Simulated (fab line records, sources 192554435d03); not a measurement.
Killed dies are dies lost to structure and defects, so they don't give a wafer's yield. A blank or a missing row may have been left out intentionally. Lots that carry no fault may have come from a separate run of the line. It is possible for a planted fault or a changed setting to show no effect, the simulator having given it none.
One fault through the eyes of 3 desks / flow n5 finfet / every desk sees just its own numbers, and what lay behind them comes last

METROLOGY DESK
Means of the sampled wafers that have a number, per lot and without regard to the tool the lot ran on: this is what the gauges read. Marked OUT: a lot whose mean sits more than 4 standard deviations from the usual mean, which makes it out of limits; the brackets give that distance.
Columns: A = cd nm at N5_MIM_TOP_LITHO_CD_MEAS_08, usual 1999.8 nm; B = MIM_TOP_OVL at N5_MIM_TOP_LITHO_OVL_MEAS_11, usual 0 nm
lot=L960; first seen here=day 13 22:01; A=2000.7; B=6
lot=L963; first seen here=day 13 23:19; A=1997.8; B=-1
lot=L967; first seen here=day 14 20:03; A=2000.0; B=1
lot=L969; first seen here=day 15 21:32; A=1999.0; B=-2
lot=L978; first seen here=day 17 17:39; A=1998.7; B=0
lot=L979; first seen here=day 17 19:31; A=1997.9; B=5
This desk's finding: nothing out of limits on any of the 6 lots.

THE DEFECT DESK
Inspection counts along the route, by lot: the mean over sampled wafers that carry a number. Marked OUT: a lot whose mean sits more than 4 standard deviations from the usual mean, which makes it out of limits; the brackets give that distance.
Columns: A = raw defect count at N5_MIM_TOP_LITHO_INSPECT_12, usual 2.0
lot=L960; first seen here=day 13 22:04; A=2.7
lot=L963; first seen here=day 13 23:22; A=1.7
lot=L967; first seen here=day 14 20:06; A=1.7
lot=L969; first seen here=day 15 21:35; A=1.7
lot=L978; first seen here=day 17 17:43; A=0.7
lot=L979; first seen here=day 17 19:34; A=1.0
This desk's finding: nothing out of limits on any of the 6 lots.

TOOL OWNER'S DESK, rie metal-01
The tool's own readings at N5_MIM_TOP_ETCH_ETCH_00 (etches TiN in Cl2/BCl3, target depth 38.5 nm): means of the sampled wafers that have a number, for each lot that ran on this tool. Marked OUT: a lot whose mean sits more than 4 standard deviations from the usual mean, which makes it out of limits; the brackets give that distance.
Columns: A = bias w at N5_MIM_TOP_ETCH_ETCH_00, usual 126.1 W; B = drypump motor current A at N5_MIM_TOP_ETCH_ETCH_00, usual 5.6 A; C = he backside leak sccm at N5_MIM_TOP_ETCH_ETCH_00, usual 3.44 sccm; D = oes_ar_750_au at N5_MIM_TOP_ETCH_ETCH_00, usual 0.77 a.u.; E = oes product au at N5_MIM_TOP_ETCH_ETCH_00, usual 0.78 a.u.; F = throttle valve pct at N5_MIM_TOP_ETCH_ETCH_00, usual 22.64 %
lot=L960; first seen here=day 13 22:11; A=126.7; B=5.2; C=3.25; D=0.81; E=0.83; F=22.68
lot=L967; first seen here=day 14 20:26; A=136.4 (+31) OUT; B=5.2; C=3.40; D=0.80; E=0.83; F=22.69
lot=L969; first seen here=day 15 21:42; A=136.5 (+32) OUT; B=5.2; C=3.34; D=0.79; E=0.83; F=22.70
Finding of this desk: L967, L969 out of limits; the first was L967 at day 14 20:26, on bias w at N5_MIM_TOP_ETCH_ETCH_00. L960 stayed within limits.

TAKEN TOGETHER
The tool owner's desk had the chance to raise an alarm at day 14 20:26 on L967, L969.
Metrology desk: nothing out of limits seen.
Nothing out of limits was seen by the defect desk.
The metrology desk holds a record of L967, L969, inside its limits.
The defect desk has L967, L969 on record, within its limits.
N5_MIM_TOP_ETCH_ETCH_00 was run on rie metal-01 by each of the lots named.

WHAT THE SIMULATOR HAD INSERTED
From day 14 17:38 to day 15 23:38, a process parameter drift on rie metal-01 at N5_MIM_TOP_ETCH_ETCH_00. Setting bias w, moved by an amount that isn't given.
Shown lots that were struck: L967, L969.
How many hours passed from the start of the fault until each desk's first out-of-limits reading: the tool owner's desk, 3.
